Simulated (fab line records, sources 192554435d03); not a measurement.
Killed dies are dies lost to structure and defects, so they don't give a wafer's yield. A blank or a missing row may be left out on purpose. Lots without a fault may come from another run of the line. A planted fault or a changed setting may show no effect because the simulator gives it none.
fab line records | flow n5_finfet
record lots=8 wafers=24 last_day=21
route steps=1938 shown WELL_APT@43 FIN_SAQP@100 BEOL_M4@1111 PASSIVATION@1936
lots that met no fault: from a run of the same line without faults
start_h: hours from the record's first day to the start of the lot's first wafer shown | wait_h: hours since the lot's step before | " the same as in the row above | L1.1+2: a row that stands for several wafers | - no value, or no start given | * or withheld: withheld | < > ~ a bound
route shown NAME@n: a module of which the file shows steps, and the number in the route of the first | usual: mean/standard deviation of fault-free wafers | same: alike in all rows | chamber/n: place in a boat | sites: the reading at each site | _std_site: their standard deviation | _edge_site: outer sites' mean less inner sites' | radius_mm: how far each site lies from the wafer's centre | mask NAME#n: copy n | behind: the tool/chamber that last shaped the wafer | hold: why the lot was held/for how many hours/how that ended | device: the transistor (n, p or np) that didn't switch | end of line: the same wafers' tests at the end of the route | a step without rows: its recipe alone | killed: dies lost to structure and defects at the first sort, not the wafer's yield | map: a wafer's dies, x killed, . not, _ none there
set.NAME: the setting as run; set.NAME@STEP: as run at that earlier step | model.NAME: the simulator's own value behind a step, which no gauge read
steps of the route over a sample of lots; a table a step, a row a wafer
services: from which hour (start_h, from the record's first day; less than 0 if before it) a tool's chamber was out of use, for how many hours, and why
## steps
# step N5_WELL_APT_CD_MEAS_25
# recipe target_cd_nm=200 landing_energy_ev=500 detector=se_inlens
# usual cd_nm=201.4/2.9
# columns lot.wafer tool chamber start_h wait_h cd_nm
L199.2 cd_sem-03 0 33.24 - 200.3
L199.3 " 0 " " 197.0
L199.5 " 0 " " 199.7
L200.2 cd_sem-01 0 39.30 - 206.5
L200.4 " 0 " " 200.7
L200.5 " 0 " " 200.1
L201.4 cd_sem-02 0 45.25 - 199.6
L201.5 " 0 " " 197.7
L201.6 " 0 " " 203.5
L202.2 cd_sem-03 0 51.47 - 205.4
L202.4 " 0 " " 205.3
L202.5 " 0 " " 203.4
L206.1 cd_sem-01 0 75.05 - 198.4
L206.4 " 0 " " 198.8
L206.5 " 0 " " 203.4
L207.2 cd_sem-01 0 80.81 - 205.0
L207.3 " 0 " " 202.1
L207.4 " 0 " " 197.8
L217.1 cd_sem-03 0 141.07 - 201.0
L217.2 " 0 " " 199.5
L217.6 " 0 " " 197.1
L218.1 cd_sem-01 0 146.86 - 203.5
L218.2 " 0 " " 201.1
L218.5 " 0 " " 206.1
# step N5_FIN_SAQP_PECVD_06
# recipe material=a-Si target_thk_a=600 temp_c=400 precursor=SiH4/He pressure_torr=3 rf_w=100 time_s=48.1
# usual heater_power_w=861/73 showerhead_plenum_p_Torr=5.66/0.045 susceptor_temp_C=400.02/0.22 throttle_valve_pct=18.3/1.2
# columns lot.wafer tool chamber start_h wait_h heater_power_w showerhead_plenum_p_Torr susceptor_temp_C throttle_valve_pct
L199.2 pecvd-04 2 39.19 0.0 1029 5.64 399.86 18.1
L199.3 " 0 " " 910 5.68 400.03 19.2
L199.5 " 2 " " 980 5.65 400.01 17.8
L200.2 pecvd-03 1 45.26 0.0 796 5.60 399.95 18.7
L200.4 " 0 " " 775 5.74 400.02 19.2
L200.5 " 1 " " 818 5.61 400.06 18.8
L201.4 pecvd-03 0 51.20 0.0 793 5.73 399.83 19.1
L201.5 " 1 " " 901 5.60 399.59 18.7
L201.6 " 2 " " 872 5.61 400.09 16.7
L202.2 pecvd-03 1 57.20 0.0 866 5.63 - 18.6
L202.4 " 2 " " 886 5.63 399.88 16.8
L202.5 " 0 " " 837 5.73 399.92 18.8
L206.1 pecvd-02 2 81.73 0.0 858 5.62 399.90 16.8
L206.4 " 2 " " 871 5.61 399.60 16.7
L206.5 " 0 " " 719 5.67 399.93 17.4
L207.2 pecvd-03 1 87.34 0.0 911 5.61 - 18.7
L207.3 " 1 " " 905 5.61 399.96 19.0
L207.4 " 2 " " 893 5.62 400.15 16.8
L217.1 pecvd-03 2 147.61 0.0 874 5.62 399.91 17.0
L217.2 " 1 " " 937 5.61 400.38 18.6
L217.6 " 1 " " 902 5.60 400.30 18.9
L218.1 pecvd-04 1 152.73 0.0 859 5.70 400.20 20.6
L218.2 " 0 " " 855 5.68 399.93 19.5
L218.5 " 2 " " 914 5.65 400.21 17.8
# step N5_FIN_SAQP_THK_MEAS_07
# usual thk_nm=60.0/0.83
# columns lot.wafer tool chamber start_h wait_h thk_nm
L199.2 film_metro-01 - 39.28 0.1 59.4
L199.3 " - " " 59.9
L199.5 " - " " 60.1
L200.2 film_metro-02 - 45.38 0.1 58.0
L200.4 " - " " 59.5
L200.5 " - " " 60.2
L201.4 film_metro-01 - 51.26 0.0 60.9
L201.5 " - " " 59.9
L201.6 " - " " 60.5
L202.2 film_metro-02 - 57.29 0.1 44.4
L202.4 " - " " 60.1
L202.5 " - " " 59.9
L206.1 film_metro-01 - 81.82 0.1 60.0
L206.4 " - " " 60.1
L206.5 " - " " 61.5
L207.2 film_metro-02 - 87.45 0.1 44.4
L207.3 " - " " 59.4
L207.4 " - " " 60.2
L217.1 film_metro-02 - 147.70 0.1 59.8
L217.2 " - " " 58.9
L217.6 " - " " 59.7
L218.1 film_metro-01 - 152.81 0.1 59.8
L218.2 " - " " 59.0
L218.5 " - " " 58.7
# step N5_FIN_SAQP_MANDREL_ETCH_22
# recipe target_depth_a=600 chemistry=HBr/Cl2 target=a-Si stop_on=SiNx bt_time_s=10 over_etch_frac=0.5 time_s=30 pressure_mtorr=10 icp_w=800 bias_w=75 HBr_flow_sccm=150 Cl2_flow_sccm=80 ends=end_point
# usual bias_w=75.01/0.22 drypump_motor_current_A=5.8/0.46 oes_product_au=0.767/0.015 throttle_valve_pct=35.3/0.41
# same over_etch_frac=0.5
# columns lot.wafer tool chamber start_h wait_h bias_w drypump_motor_current_A oes_product_au rf_hours_counter_h throttle_valve_pct
L199.2 rie_si-06 0 40.07 0.0 75.22 4.8 0.783 8 35.5
L199.3 " 2 " " 75.35 5.8 0.761 191 35.4
L199.5 " 3 " " 74.95 6.3 0.782 - 35.3
L200.2 rie_si-01 2 46.27 0.0 74.85 5.3 0.742 1 35.4
L200.4 " 3 " " 75.01 5.5 0.746 110 34.8
L200.5 " 3 " " 74.80 5.5 0.744 - 34.8
L201.4 rie_si-06 1 52.13 0.0 75.08 6.2 0.761 113 35.7
L201.5 " 1 " " 74.85 6.2 0.764 - 35.7
L201.6 " 0 " " 75.03 4.8 0.803 - 35.4
L202.2 rie_si-03 1 58.15 0.0 74.81 5.9 0.662 1 35.6
L202.4 " 3 " " 74.65 5.4 0.758 108 34.9
L202.5 " 2 " " 75.10 6.5 0.764 - 35.1
L206.1 rie_si-03 0 82.69 0.0 75.04 5.9 0.774 16 35.5
L206.4 " 2 " " 74.97 6.5 0.758 30 35.1
L206.5 " 0 " " 74.91 5.9 0.788 - 35.4
L207.2 rie_si-03 3 88.33 0.0 75.02 5.4 0.647 109 35.2
L207.3 " 2 " " 74.84 6.5 0.747 30 35.1
L207.4 " 0 " " 74.96 5.9 0.778 16 35.4
L217.1 rie_si-01 3 148.68 0.0 74.98 5.5 0.746 112 34.8
L217.2 " 0 " " 75.13 6.2 0.757 9 36.4
L217.6 " 0 " " 75.00 6.1 0.760 - 36.4
L218.1 rie_si-03 0 153.55 0.0 75.03 5.9 0.781 18 35.4
L218.2 " 2 " " 74.77 6.5 0.744 31 35.1
L218.5 " 1 " " 75.09 5.9 0.774 - 35.4
# step N5_FIN_SAQP_STRIP_55
# recipe chemistry=N2/H2 power_w=500 temp_c=40 pressure_mtorr=50 rf_frequency_hz=6e+07 overash_fraction=0.3 bias_power_w=28 h2_frac=0.5 n2_flow_sccm=300 h2_flow_sccm=300
# usual drypump_motor_current_A=5.67/0.23 oes_product_au=0.78/0.084 rf_vpp_V=121.9/1.4 showerhead_plenum_p_Torr=3.39/0.11 throttle_valve_pct=19.1/0.34
# columns lot.wafer tool chamber start_h wait_h drypump_motor_current_A oes_product_au rf_hours_counter_h rf_vpp_V showerhead_plenum_p_Torr throttle_valve_pct
L199.2 rie_diel-01 1 40.17 0.1 5.55 0.93 21 122.6 3.56 19.1
L199.3 " 2 " " 5.64 0.78 114 119.2 3.39 19.5
L199.5 " 2 " " 5.65 0.77 - 124.1 3.39 19.5
L200.2 rie_diel-04 1 46.37 0.1 5.92 0.70 226 122.5 3.33 19.4
L200.4 " 3 " " 5.24 0.78 130 123.1 3.51 19.4
L200.5 " 1 " " 5.96 0.69 - 118.2 3.33 19.4
L201.4 rie_diel-01 2 52.22 0.1 5.64 0.77 118 122.0 3.39 19.5
L201.5 " 1 " " 5.61 0.93 - 122.9 3.56 19.1
L201.6 " 2 " " 5.64 0.78 - 122.9 3.39 19.5
L202.2 rie_diel-01 3 58.25 0.1 5.85 0.69 208 120.5 3.33 19.1
L202.4 " 1 " " 5.54 0.91 - 122.6 3.56 19.1
L202.5 " 2 " " 5.65 0.78 - 121.0 3.39 19.5
L206.1 rie_diel-01 2 82.79 0.1 5.66 0.77 129 119.7 3.38 19.5
L206.4 " 0 " " 5.75 0.87 59 119.7 3.28 18.8
L206.5 " 1 " " 5.56 0.89 - 124.7 3.55 19.1
L207.2 rie_diel-04 0 88.43 0.1 5.86 0.70 241 121.9 3.29 18.9
L207.3 " 3 " " 5.23 0.77 137 122.4 3.51 19.4
L207.4 " 1 " " 5.93 0.69 234 124.8 3.32 19.4
L217.1 rie_diel-04 3 148.78 0.1 5.25 0.77 154 123.4 3.50 19.4
L217.2 " 0 " " 5.86 1.00 1 121.8 3.29 18.6
L217.6 " 2 " " 5.44 0.69 - 122.7 3.48 19.4
L218.1 rie_diel-04 3 153.65 0.1 5.24 0.75 156 121.0 3.50 19.4
L218.2 " 2 " " 5.43 0.68 227 123.2 3.48 19.3
L218.5 " 0 " " 5.87 0.99 - 120.9 3.29 18.5
# step N5_FIN_SAQP_SPACER1_ETCHBACK_25
# recipe chemistry=CHF3/O2 mode=anisotropic_etchback target=SiO2 target_depth_a=244 time_s=12.2 pressure_mtorr=30 source_w=650 bias_w=170 Ar_flow_sccm=200 CHF3_flow_sccm=50 O2_flow_sccm=5 ion_energy_ev=200
# usual bias_w=170.0/0.52 drypump_motor_current_A=5.69/0.17 oes_f_703_au=0.78/0.068 oes_product_au=0.78/0.069 rf_vpp_V=527/23 showerhead_plenum_p_Torr=2.41/0.07 throttle_valve_pct=18.96/0.15
# columns lot.wafer tool chamber start_h wait_h bias_w drypump_motor_current_A oes_f_703_au oes_product_au rf_hours_counter_h rf_vpp_V showerhead_plenum_p_Torr throttle_valve_pct
L199.2 rie_diel-03 0 41.59 0.4 170.0 5.53 0.77 0.74 163 503 2.39 18.86
L199.3 " 1 " " 169.6 5.77 0.89 0.85 65 499 2.35 19.00
L199.5 " 1 " " 169.3 5.77 0.89 0.84 - 498 2.35 18.99
L200.2 rie_diel-01 0 47.79 0.4 169.6 5.73 0.88 0.88 54 495 2.36 18.85
L200.4 " 2 " " 170.9 5.64 0.75 0.79 116 546 2.43 19.24
L200.5 " 1 " " 170.1 5.55 0.86 0.94 - 562 2.56 18.88
L201.4 rie_diel-04 0 53.99 0.4 170.5 5.89 0.71 0.70 235 530 2.37 19.31
L201.5 " 0 " " 170.2 5.89 0.72 0.71 - 531 2.37 19.30
L201.6 " 3 " " 170.1 5.26 0.73 0.77 - 537 2.48 19.08
L202.2 rie_diel-01 3 60.88 0.4 169.5 5.86 0.67 0.70 209 544 2.38 18.78
L202.4 " 3 " " 169.7 5.86 0.68 0.70 - 543 2.38 18.79
L202.5 " 2 " " 170.1 5.64 0.74 0.77 - 547 2.42 19.23
L206.1 rie_diel-03 0 84.21 0.4 170.3 5.51 0.77 0.74 169 503 2.39 18.87
L206.4 " 2 " " 170.7 5.97 0.77 0.77 - 524 2.50 18.86
L206.5 " 0 " " 170.3 5.49 0.77 0.73 - 503 2.39 18.86
L207.2 rie_diel-04 1 91.03 0.4 169.5 5.88 0.73 0.71 234 531 2.35 19.00
L207.3 " 3 " " 169.1 5.23 0.74 0.77 137 535 2.48 19.09
L207.4 " 0 " " 170.3 5.84 0.71 0.70 241 530 2.37 19.31
L217.1 rie_diel-01 3 150.25 0.4 170.9 5.87 0.66 0.69 234 544 2.37 18.83
L217.2 " 1 " " 170.0 5.53 0.81 0.87 53 562 2.54 18.96
L217.6 " 3 " " 170.6 5.87 0.67 0.68 - 546 2.37 18.83
L218.1 rie_diel-01 0 155.08 0.4 170.4 5.79 0.85 0.85 77 495 2.35 18.88
L218.2 " 1 " " 169.3 5.55 0.81 0.86 55 562 2.54 18.95
L218.5 " 0 " " 169.9 5.76 0.84 0.85 - 496 2.35 18.89
# step N5_BEOL_M4_RC_MEAS_101
# usual DIBL_N=36.1/2.3 DIBL_P=36/3.2 IOFF_N=0.16/0.045 IOFF_P=0.21/0.049 ION_N=674/14 ION_P=462/8.4 SS_N=71.6/0.83 SS_P=73.2/0.87 VT_N=249/3.8 VT_P=-250/3.4
# columns lot.wafer tool chamber start_h wait_h DIBL_N[mV/V] DIBL_P[mV/V] IOFF_N[nA/um] IOFF_P[nA/um] ION_N[uA/um] ION_P[uA/um] SS_N[mV/dec] SS_P[mV/dec] VT_N[mV] VT_P[mV]
L199.2 prober-01 0 260.07 0.2 39.1 42 0.22 0.29 686 468 72.3 74.4 246 -246
L199.3 " 0 " " 38.2 40 0.20 0.26 679 465 72.0 73.7 248 -246
L199.5 " 0 " " 36.7 39 0.19 0.26 695 481 71.3 73.7 244 -246
L202.2 prober-02 0 277.70 0.2 35.9 36 0.16 0.18 671 449 71.5 74.0 248 -250
L202.4 " 0 " " 31.9 31 0.10 0.13 663 451 69.7 72.0 252 -256
L202.5 " 0 " " 35.3 34 0.16 0.17 670 453 70.8 72.7 246 -255
L200.2 prober-02 0 280.86 0.2 35.8 36 0.15 0.20 674 458 71.7 72.9 249 -251
L200.4 " 0 " " 34.3 34 0.13 0.17 669 461 71.1 72.6 249 -252
L200.5 " 0 " " 34.7 35 0.14 0.19 677 460 70.5 72.1 249 -251
L201.4 prober-02 0 289.33 0.5 37.0 38 0.19 0.25 671 455 72.0 73.9 246 -247
L201.5 " 0 " " 38.4 39 0.20 0.25 679 465 72.7 74.4 249 -249
L201.6 " 0 " " 36.7 37 0.19 0.23 683 464 72.6 73.6 250 -249
L206.1 prober-01 0 303.85 0.0 33.8 34 0.16 0.22 667 462 71.5 73.0 248 -248
L206.4 " 0 " " 34.2 34 0.14 0.21 662 460 71.5 72.4 250 -249
L206.5 " 0 " " 34.2 34 0.15 0.21 684 474 71.1 73.1 248 -249
L207.2 prober-02 0 317.56 0.2 35.8 34 0.12 0.21 652 457 71.0 73.4 254 -251
L207.3 " 0 " " 35.1 34 0.13 0.20 662 464 71.3 71.6 251 -249
L207.4 " 0 " " 37.7 37 0.16 0.25 675 465 71.9 73.4 251 -247
L218.1 prober-02 0 364.44 0.0 39.9 39 0.22 0.24 707 474 72.3 74.2 244 -250
L218.2 " 0 " " 36.0 34 0.14 0.17 661 450 70.8 73.0 250 -252
L218.5 " 0 " " 35.4 33 0.13 0.17 670 460 70.4 72.0 251 -248
L217.1 prober-02 0 388.83 0.0 40.9 44 0.28 0.38 686 469 73.0 75.4 241 -241
L217.2 " 0 " " 40.3 43 0.30 0.36 695 472 72.4 74.8 239 -240
L217.6 " 0 " " 39.2 41 0.26 0.31 685 464 72.8 75.0 243 -243
# step N5_PASSIVATION_PROBE_49
# usual defect_limited_yield=90.9/1.6 killed_at_M0_to_M3=37/11 killed_at_M4_up=15/5.6 killed_at_contacts=13/6.4 killed_at_front_end=39/11 killed_at_other=4/3.1 killed_dies=107/19 killed_on_rim=14/4.3 killed_open=71/14 killed_short=34/7.8 sort_bin_4_leakage=0.01/0.053 sort_bin_5_function=5.3/1 sort_bin_6_memory=3.4/0.72 sort_n_pass=1072/20 sort_yield_pct=90.9/1.7
# same gross_dies=1180 killed_at_back_side=0 sort_bin_8_speed[%]=0
# columns lot.wafer tool chamber start_h wait_h defect_limited_yield[%] killed_at_M0_to_M3 killed_at_M4_up killed_at_contacts killed_at_front_end killed_at_other killed_dies killed_on_rim killed_open killed_short sort_bin_4_leakage[%] sort_bin_5_function[%] sort_bin_6_memory[%] sort_n_pass sort_yield_pct[%]
L199.2 prober-02 - 368.48 0.1 89.5 41 23 26 30 4 124 15 82 34 0 5.2 4.4 1056 89.5
L199.3 prober-02 - 368.53 0.1 90.3 36 10 15 52 2 115 18 68 37 0 5.3 3.4 1065 90.3
L199.5 prober-02 - 368.63 0.2 88.6 33 22 16 50 14 135 17 78 48 0 5.8 4.6 1045 88.6
# killed by level:class
L199.2 MOL_CONTACT_COAG:geometric_particle:open=22 BEOL_M4:geometric_particle:open=12 DUMMY_GATE:geometric_particle:open=9 BEOL_M0_SAQP:geometric_particle:short=9 BEOL_M3:geometric_particle:open=8 BEOL_M2:geometric_particle:open=7 BEOL_M0_SAQP:geometric_particle:open=6 BEOL_M5:geometric_particle:open=5
L199.3 MOL_CONTACT_COAG:geometric_particle:open=12 FIN_SAQP:geometric_particle:open=10 FIN_SAQP:geometric_particle:short=9 HKMG_FIN:area_etch=8 BEOL_M2:geometric_particle:open=7 STI_FIN_REVEAL:geometric_particle:open=6 BEOL_M0_SAQP:geometric_particle:short=6 BEOL_M0_SAQP:geometric_particle:open=6
L199.5 FIN_SAQP:geometric_particle:short=11 BEOL_M4:geometric_particle:open=10 FIN_SAQP:geometric_particle:open=9 MOL_CONTACT_COAG:geometric_particle:open=9 BEOL_M3:geometric_particle:open=8 BEOL_M5:geometric_particle:open=7 MOL_CONTACT_COAG:geometric_particle:short=7 BEOL_M0_SAQP:geometric_particle:open=7
## services
# columns tool chamber start_h hours kind
pecvd-02 1 17.44 4.9 repair
rie_diel-04 2 17.77 6.1 repair
rie_diel-01 - 34.96 2.1 repair
pecvd-02 2 44.45 6.1 repair
rie_diel-04 - 50.82 2.8 pm
rie_diel-01 0 54.23 13.5 repair
rie_si-03 - 55.34 0.1 repair
rie_diel-03 0 56.45 17.9 repair
pecvd-04 - 61.37 0.5 repair
rie_diel-03 3 73.73 36.7 repair
rie_diel-04 3 94.76 1.6 repair
pecvd-02 - 98.74 1.0 repair
pecvd-02 - 106.63 5.5 pm
rie_si-03 2 108.52 10.7 repair
rie_si-03 1 112.46 5.5 repair
rie_diel-01 - 114.20 2.8 pm
rie_diel-03 2 115.16 18.1 repair
rie_diel-04 0 128.41 - clean
rie_diel-04 0 128.41 - consumable_replace:focus_ring
rie_diel-04 0 128.41 18.3 scheduled_down
rie_diel-04 0 128.41 18.3 vent_cycle
pecvd-04 - 128.88 1.7 repair
rie_si-01 2 147.40 13.5 repair
rie_si-03 0 147.93 2.0 repair
## key
first_sign step=N5_FIN_SAQP_THK_MEAS_07 reading=thk_nm direction=down sigmas=19 usual=* struck=*
effect step=N5_FIN_SAQP_MANDREL_ETCH_22 reading=oes_product_au direction=down sigmas=7.6 usual=0.767 struck=0.655
met_at N5_FIN_SAQP_PECVD_06
struck_lots L202,L207
struck_wafers L202.2,L207.2
not_acting_at N5_WELL_APT_CD_MEAS_25,N5_FIN_SAQP_STRIP_55,N5_FIN_SAQP_SPACER1_ETCHBACK_25
onset_between 51.20 57.20
fault kind=process_parameter_drift tool=pecvd-03 chamber=- onset_h=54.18 steps=N5_FIN_SAQP_PECVD_06 channel=time_s offset=* shape=step end_h=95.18 scope=struck_wafers_only acts_in=* stated=*
